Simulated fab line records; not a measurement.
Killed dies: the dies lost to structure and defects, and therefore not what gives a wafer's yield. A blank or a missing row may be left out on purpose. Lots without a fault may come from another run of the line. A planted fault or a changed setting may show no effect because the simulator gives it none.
A lot that was struck, set against a sound lot / flow nand-harc / 31 out of 1159 route steps
Sound: these wafers, L430.1, L430.3, L430.5. Wafers L434.1, L434.3, L434.5 were the ones struck. The cause is given at the end.
For every step that has rows: the tool of each side, followed by ch and its chambers, followed by its first start. Under that, the readings that differ: sound wafers / struck wafers / difference of the means / sigmas: that difference in standard deviations of wafers without a fault.
alike: readings whose means differ by less than 2 such deviations, and words and numbers that are the same on both sides. not compared: withheld readings, readings that some wafer has no value for, bounds like >300 that may hide the same value, and numbers for which the record gives no deviation and whose values overlap.
The two part at a step that has a row with sigmas, a row that says differs or no value, or rows on one side only. Numbers that don't overlap but have no deviation are shown without sigmas and don't part them. A reading that every wafer of one side lacks parts them only if that side has two wafers or more.

first, 1 step without rows for these wafers: NHARC_A_CHANNEL_HOLE_D1_DEVELOP_09 (develop time 35 s).
NHARC_A_CHANNEL_HOLE_D1_CD_MEAS_10 targets a cd of 100 nm.
  sound on cd-sem-02 ch 0, day 9 01:43; struck on cd-sem-02 ch 0, day 9 19:49
  alike: cd-nm
NHARC_A_CHANNEL_HOLE_D1_OVL_MEAS_11:
  sound on overlay-02, day 9 01:49; struck on overlay-02, day 9 19:55
reading=overlay-x-nm (nm); sound=1.2 1.4 1.0; struck=-1.1 -1.2 -1.0; difference=-2.3; sigmas=-3
  alike: overlay-y-nm
NHARC_A_CHANNEL_HOLE_D1_INSPECT_12:
  sound on defect-inspect-02, day 9 01:51; struck on defect-inspect-02, day 9 19:56
  alike: raw-defect-count
then, 1 step without rows for these wafers: NHARC_A_CHANNEL_HOLE_D1_DESCUM_15 (chemistry O2, time 3 s).
NHARC_A_CHANNEL_HOLE_D1_ETCH_38: etches the open film in CF4, target depth 39 nm, time 65 s.
  sound on rie-diel-06 ch 0,1, day 9 02:00; struck on rie-diel-10 ch 1,2,3, day 9 20:05
  alike: drypump-motor-current-A, oes-product-au, rf-vpp-V, showerhead-plenum-p-Torr, throttle-valve-pct
  not compared: rf-hours-counter-h
then, 3 steps without rows for these wafers: NHARC_A_CHANNEL_HOLE_D1_ETCH_39 (etches the open film in N2/H2, target depth 260 nm, time 325 s); NHARC_A_CHANNEL_HOLE_D1_ETCH_34 (etches the open film in CF4/CHF3, target depth 154 nm, time 77 s); NHARC_A_CHANNEL_HOLE_D1_ETCH_16 (etches the open film in O2/COS, target depth 3100 nm, time 806 s).
NHARC_A_CHANNEL_HOLE_D1_CD_MEAS_18:
  sound on cd-sem-02, day 9 03:01; struck on cd-sem-03, day 9 21:07
  alike: cd-nm
NHARC_A_CHANNEL_HOLE_D1_ETCH_19: etches the open film in C4F8/O2/Ar, time 34.5 s.
  sound on har-etch-02 ch 0,1, day 9 03:07; struck on har-etch-02 ch 0,1, day 9 23:44
  alike: drypump-motor-current-A, showerhead-plenum-p-Torr, throttle-valve-pct
  not compared: rf-hours-counter-h
then, 1 step without rows for these wafers: NHARC_A_CHANNEL_HOLE_D1_ETCH_20 (etches the open film in C4F8/O2/Ar, time 361.9 s, target depth 1600 nm).
NHARC_A_CHANNEL_HOLE_D1_ETCH_21: etches the open film in C4F8/O2/Ar, time 514.3 s, target depth 1600 nm.
  sound on har-etch-02 ch 0,1, day 9 03:35; struck on har-etch-02 ch 0,1, day 10 00:13
  alike: drypump-motor-current-A, showerhead-plenum-p-Torr, throttle-valve-pct
  not compared: rf-hours-counter-h
NHARC_A_CHANNEL_HOLE_D1_ETCH_22: etches the open film in C4F8/O2/Ar, time 666.7 s, target depth 1600 nm.
  sound on har-etch-02 ch 0,1, day 9 04:03; struck on har-etch-02 ch 0,1, day 10 00:40
  alike: drypump-motor-current-A, showerhead-plenum-p-Torr, throttle-valve-pct
  not compared: rf-hours-counter-h
then, 9 steps without rows for these wafers: NHARC_A_CHANNEL_HOLE_D1_ETCH_23 (etches the open film in C4F8/O2/Ar, time 819 s, target depth 1600 nm); NHARC_A_CHANNEL_HOLE_D1_ETCH_24 (etches the open film in C4F8/O2/Ar, time 906.2 s, target depth 1500 nm); NHARC_A_CHANNEL_HOLE_D1_ETCH_25 (etches the open film in C4F8/O2/Ar, time 1040.2 s, target depth 1500 nm); NHARC_A_CHANNEL_HOLE_D1_ETCH_26 (etches the open film in C4F8/O2/Ar, time 224.1 s, target depth 300 nm); NHARC_A_CHANNEL_HOLE_D1_ETCH_33 (etches the open film in C4F8/O2/Ar, time 90 s, target depth 400 nm); NHARC_A_CHANNEL_HOLE_D1_STRIP_41 (strips in N2/H2); NHARC_A_CHANNEL_HOLE_D1_STRIP_42 (strips in CF4/CHF3); NHARC_A_CHANNEL_HOLE_D1_STRIP_43 (strips in O2/COS); NHARC_A_CHANNEL_HOLE_D1_ETCH_44 (etches the open film in CF4/O2, target depth 140 nm, overetch 14 nm, time 77 s).
NHARC_A_CHANNEL_HOLE_D1_STRIP_27: strips in O2.
  sound on rie-diel-06 ch 1,2,3; struck on rie-diel-10 ch 0,1,3
  alike: drypump-motor-current-A, oes-product-au, rf-vpp-V, showerhead-plenum-p-Torr, throttle-valve-pct
  not compared: rf-hours-counter-h
then, 2 steps without rows for these wafers: NHARC_A_CHANNEL_HOLE_D1_PRECLEAN_28 (cleans in SC1); NHARC_A_CHANNEL_HOLE_D1_SRD_29.
NHARC_A_CHANNEL_HOLE_D1_CD_MEAS_30:
  sound on cd-sem-03, day 9 08:35; struck on cd-sem-03, day 10 05:13
  alike: cd-nm
NHARC_A_CHANNEL_HOLE_D1_XSEM_31:
  sound on xsem-02 ch 0, day 9 08:41; struck on xsem-01 ch 0, day 10 05:18
  alike: bot-cd-nm, bow-nm, tilt-deg
NHARC_A_CHANNEL_HOLE_D1_INSPECT_40:
  sound on defect-inspect-02, day 9 08:47; struck on defect-inspect-01, day 10 05:24
reading=raw-defect-count; sound=43 47 46; struck=406 379 359; difference=+336; sigmas=+21
then, 1 step without rows for these wafers: NHARC_A_CHANNEL_FILL_D1_PRECLEAN_00 (cleans in SC1).
-- record jumps: 11 days between struck wafers' starts before vs after; left off in module A_CHANNEL_FILL_D1, resumes in module END, first step shown is number 1159 of the route --
NHARC_END_SORT_01:
  at this point the record logs the struck wafers (prober-01 ch 0, day 21 15:29) and has no rows for the sound ones

WHERE THEY PART
Last at NHARC_END_SORT_01 as far as this record goes, first at NHARC_A_CHANNEL_HOLE_D1_OVL_MEAS_11.

WHY: the cause the simulator had injected
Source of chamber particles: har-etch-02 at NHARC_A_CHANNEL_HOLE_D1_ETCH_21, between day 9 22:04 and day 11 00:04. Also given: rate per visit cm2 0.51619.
